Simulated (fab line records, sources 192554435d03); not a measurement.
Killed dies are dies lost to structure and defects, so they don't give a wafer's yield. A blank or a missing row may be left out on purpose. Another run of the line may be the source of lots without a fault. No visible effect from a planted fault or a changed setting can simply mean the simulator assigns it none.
Matching of chambers | flow n5 finfet | 4 sister chambers for N5_BEOL_M7_ETCH_65 on rie diel-02
The step etches SiARC in CF4, target depth 15.6 nm, time 26 s. 16 wafers are shown with their chamber, then 8 later ones without.

WAFERS, EACH WITH ITS CHAMBER
wafer  | chamber | throttle valve pct (%) | etch rf on time s (s) | showerhead plenum p Torr (Torr)
L075.1 | 3       | 15.74                  | 27.2                  | 2.11
L075.2 | 2       | 15.73                  | 26.3                  | 2.20
L075.6 | 3       | 15.72                  | 26.9                  | 2.11
L077.2 | 0       | 16.15                  | 25.8                  | 2.02
L077.3 | 2       | 15.75                  | 26.4                  | 2.20
L077.6 | 0       | 16.16                  | 25.8                  | 2.02
L079.3 | 2       | 15.76                  | 25.9                  | 2.20
L079.4 | 1       | 15.33                  | 25.6                  | 2.04
L079.6 | 3       | 15.76                  | 27.1                  | 2.11
L081.1 | 3       | 15.76                  | 27.3                  | 2.11
L081.3 | 2       | 15.77                  | 26.1                  | 2.20
L081.5 | 2       | 15.77                  | 26.0                  | 2.20
L083.2 | 3       | 15.73                  | 27.0                  | 2.10
L083.3 | 2       | 15.78                  | 25.9                  | 2.20
L083.5 | 2       | 15.79                  | 25.9                  | 2.20
L085.3 | 0       | 15.71                  | 25.1                  | 2.27

SIGNATURES (averages over the wafers above)
reading                  | chamber 0 | chamber 1 | chamber 2 | chamber 3 | scatter within a chamber
throttle valve pct       | 16.0067   | 15.3300   | 15.7643   | 15.7420   | 0.106
etch rf on time s        | 25.567    | 25.600    | 26.071    | 27.100    | 0.238
showerhead plenum p Torr | 2.1033    | 2.0400    | 2.2000    | 2.1080    | 0.059
Rule: distance of a wafer from a chamber = root of the sum over the readings of ((wafer's reading minus chamber's mean) / reading's scatter) squared. The wafer belongs to the nearest chamber; if the next one is less than 2 further off, it can't be placed. How the scatter is found: for the shown wafers, subtract from each reading the mean of its chamber, square and add these, divide the total by (wafers less chambers), then take the root.

WAFERS MISSING THEIR CHAMBER
wafer  | throttle valve pct (%) | etch rf on time s (s) | showerhead plenum p Torr (Torr)
L085.4 | 15.80                  | 26.1                  | 2.19
L085.6 | 15.36                  | 26.0                  | 2.04
L088.3 | 15.72                  | 25.2                  | 2.27
L088.4 | 15.37                  | 26.0                  | 2.04
L088.6 | 15.72                  | 24.8                  | 2.27
L092.2 | 15.73                  | 25.0                  | 2.27
L092.4 | 15.29                  | 27.0                  | 2.10
L092.6 | 15.39                  | 25.9                  | 2.04

THE CHAMBER EACH PASSED THROUGH
wafer  | from the rows above          | in truth
L085.4 | 2                            | 2
L085.6 | 1                            | 1
L088.3 | can't be placed: 2 or 0 or 1 | 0
L088.4 | 1                            | 1
L088.6 | can't be placed: 0 or 2 or 1 | 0
L092.2 | can't be placed: 0 or 2 or 1 | 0
L092.4 | can't be placed: 3 or 1 or 2 | 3
L092.6 | 1                            | 1
Correctly placed: 4 of 8. Not placeable from these rows: 4 (in 4, the candidates include the true chamber). Number placed wrongly: 0.
